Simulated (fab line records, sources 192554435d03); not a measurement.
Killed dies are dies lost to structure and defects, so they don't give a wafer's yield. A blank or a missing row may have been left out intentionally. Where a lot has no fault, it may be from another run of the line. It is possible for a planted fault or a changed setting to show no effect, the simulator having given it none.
Matching of chambers || flow n5 finfet || 4 sister chambers for N5_BEOL_M9_ETCH_65 on rie diel-01
The step etches SiARC in CF4, target depth 15.6 nm, time 26 s. 18 wafers are shown with their chamber, then 9 later ones without.

== WAFERS WITH THEIR CHAMBER ==
{"wafer": "L075.1", "chamber": 0, "showerhead plenum p Torr (Torr)": 2.26, "drypump motor current A (A)": 5.1, "throttle valve pct (%)": 15.51}
{"wafer": "L075.4", "chamber": 0, "showerhead plenum p Torr (Torr)": 2.26, "drypump motor current A (A)": 5.1, "throttle valve pct (%)": 15.50}
{"wafer": "L075.5", "chamber": 1, "showerhead plenum p Torr (Torr)": 2.26, "drypump motor current A (A)": 6.0, "throttle valve pct (%)": 15.15}
{"wafer": "L077.2", "chamber": 2, "showerhead plenum p Torr (Torr)": 2.11, "drypump motor current A (A)": 5.6, "throttle valve pct (%)": 15.34}
{"wafer": "L077.5", "chamber": 2, "showerhead plenum p Torr (Torr)": 2.11, "drypump motor current A (A)": 5.6, "throttle valve pct (%)": 15.34}
{"wafer": "L077.6", "chamber": 3, "showerhead plenum p Torr (Torr)": 2.17, "drypump motor current A (A)": 5.4, "throttle valve pct (%)": 15.54}
{"wafer": "L083.2", "chamber": 1, "showerhead plenum p Torr (Torr)": 2.25, "drypump motor current A (A)": 6.0, "throttle valve pct (%)": 15.19}
{"wafer": "L083.5", "chamber": 1, "showerhead plenum p Torr (Torr)": 2.25, "drypump motor current A (A)": 6.0, "throttle valve pct (%)": 15.19}
{"wafer": "L083.6", "chamber": 0, "showerhead plenum p Torr (Torr)": 2.25, "drypump motor current A (A)": 5.1, "throttle valve pct (%)": 15.55}
{"wafer": "L084.2", "chamber": 1, "showerhead plenum p Torr (Torr)": 2.26, "drypump motor current A (A)": 5.9, "throttle valve pct (%)": 15.18}
{"wafer": "L084.3", "chamber": 0, "showerhead plenum p Torr (Torr)": 2.25, "drypump motor current A (A)": 5.1, "throttle valve pct (%)": 15.54}
{"wafer": "L084.6", "chamber": 1, "showerhead plenum p Torr (Torr)": 2.25, "drypump motor current A (A)": 5.9, "throttle valve pct (%)": 15.21}
{"wafer": "L085.1", "chamber": 3, "showerhead plenum p Torr (Torr)": 2.16, "drypump motor current A (A)": 5.4, "throttle valve pct (%)": 15.57}
{"wafer": "L085.5", "chamber": 3, "showerhead plenum p Torr (Torr)": 2.16, "drypump motor current A (A)": 5.4, "throttle valve pct (%)": 15.57}
{"wafer": "L085.6", "chamber": 2, "showerhead plenum p Torr (Torr)": 2.11, "drypump motor current A (A)": 5.5, "throttle valve pct (%)": 15.36}
{"wafer": "L089.1", "chamber": 3, "showerhead plenum p Torr (Torr)": 2.16, "drypump motor current A (A)": 5.4, "throttle valve pct (%)": 15.58}
{"wafer": "L089.2", "chamber": 2, "showerhead plenum p Torr (Torr)": 2.10, "drypump motor current A (A)": 5.6, "throttle valve pct (%)": 15.39}
{"wafer": "L089.5", "chamber": 2, "showerhead plenum p Torr (Torr)": 2.10, "drypump motor current A (A)": 5.5, "throttle valve pct (%)": 15.39}

SIGNATURES, as means of the wafers listed above
{"reading": "showerhead plenum p Torr", "chamber 0": 2.2550, "chamber 1": 2.2540, "chamber 2": 2.1060, "chamber 3": 2.1625, "scatter within a chamber": 0.00544}
{"reading": "drypump motor current A", "chamber 0": 5.100, "chamber 1": 5.960, "chamber 2": 5.560, "chamber 3": 5.400, "scatter within a chamber": 0.0414}
{"reading": "throttle valve pct", "chamber 0": 15.5250, "chamber 1": 15.1840, "chamber 2": 15.3640, "chamber 3": 15.5650, "scatter within a chamber": 0.0224}
Rule: distance of a wafer from a chamber = root of the sum over the readings of ((wafer's reading minus chamber's mean) / reading's scatter) squared. If the next closest chamber is less than 2 further off than the closest, the wafer can't be placed; otherwise it belongs to the closest. The scatter: the root of (the sum of the squares of (reading less its chamber's mean) over the shown wafers, divided by (wafers less chambers)).

== WAFERS WHOSE CHAMBER IS MISSING ==
{"wafer": "L091.2", "showerhead plenum p Torr (Torr)": 2.10, "drypump motor current A (A)": 5.5, "throttle valve pct (%)": 15.41}
{"wafer": "L091.4", "showerhead plenum p Torr (Torr)": 2.16, "drypump motor current A (A)": 5.4, "throttle valve pct (%)": 15.60}
{"wafer": "L091.5", "showerhead plenum p Torr (Torr)": 2.25, "drypump motor current A (A)": 6.0, "throttle valve pct (%)": 15.22}
{"wafer": "L094.2", "showerhead plenum p Torr (Torr)": 2.16, "drypump motor current A (A)": 5.4, "throttle valve pct (%)": 15.61}
{"wafer": "L094.3", "showerhead plenum p Torr (Torr)": 2.24, "drypump motor current A (A)": 5.1, "throttle valve pct (%)": 15.61}
{"wafer": "L094.5", "showerhead plenum p Torr (Torr)": 2.25, "drypump motor current A (A)": 6.0, "throttle valve pct (%)": 15.24}
{"wafer": "L097.1", "showerhead plenum p Torr (Torr)": 2.24, "drypump motor current A (A)": 5.1, "throttle valve pct (%)": 15.60}
{"wafer": "L097.2", "showerhead plenum p Torr (Torr)": 2.15, "drypump motor current A (A)": 5.4, "throttle valve pct (%)": 15.61}
{"wafer": "L097.3", "showerhead plenum p Torr (Torr)": 2.25, "drypump motor current A (A)": 6.0, "throttle valve pct (%)": 15.25}

== CHAMBER TAKEN BY EACH ==
{"wafer": "L091.2", "from the rows above": 2, "in truth": 2}
{"wafer": "L091.4", "from the rows above": 3, "in truth": 3}
{"wafer": "L091.5", "from the rows above": 1, "in truth": 1}
{"wafer": "L094.2", "from the rows above": 3, "in truth": 3}
{"wafer": "L094.3", "from the rows above": 0, "in truth": 0}
{"wafer": "L094.5", "from the rows above": 1, "in truth": 1}
{"wafer": "L097.1", "from the rows above": 0, "in truth": 0}
{"wafer": "L097.2", "from the rows above": 3, "in truth": 3}
{"wafer": "L097.3", "from the rows above": 1, "in truth": 1}
9 of 9 placed correctly. From these rows, 0 cannot be placed. Number placed wrongly: 0.
